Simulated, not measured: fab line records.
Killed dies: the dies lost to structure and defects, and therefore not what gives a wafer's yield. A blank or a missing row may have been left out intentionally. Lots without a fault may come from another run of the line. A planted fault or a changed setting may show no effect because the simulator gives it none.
Matching of chambers ; flow n5 finfet ; 4 sister chambers for N5_HKMG_FIN_ETCH_86 on rie diel-02
The step etches SOC in N2/H2, stops on TiN, target depth 393.2 nm. 4 wafers are shown with their chamber, then 8 later ones without.

== WAFERS, EACH WITH ITS CHAMBER ==
wafer;chamber;drypump motor current A (A)
L087.4;2;5.7
L088.3;3;6.0
L088.6;0;6.2
L091.1;1;6.5

== WAFERS MISSING THEIR CHAMBER ==
wafer;drypump motor current A (A)
L091.5;5.7
L091.6;6.0
L093.2;6.5
L093.4;5.6
L093.5;6.5
L096.2;6.2
L096.4;6.0
L096.6;6.0

== WHICH CHAMBER EACH WENT THROUGH ==
wafer;from the rows above;in truth
L091.5;2;2
L091.6;3;3
L093.2;1;1
L093.4;2;2
L093.5;1;1
L096.2;0;0
L096.4;3;3
L096.6;3;3
Correct placement for 8 of the 8. From these rows, 0 cannot be placed. Number placed wrongly: 0.
How it was worked out, from the rows above alone: a wafer's distance from a chamber is the root of the sum, over the readings, of the square of ((its reading less the chamber's mean) divided by the reading's scatter). The wafer belongs to the nearest chamber; if the next one is less than 2 further off, it can't be placed. Each chamber's mean is taken over the wafers shown for it. The scatter: root of mean squared gap, hidden wafer to nearest shown wafer, with one shown wafer a chamber.
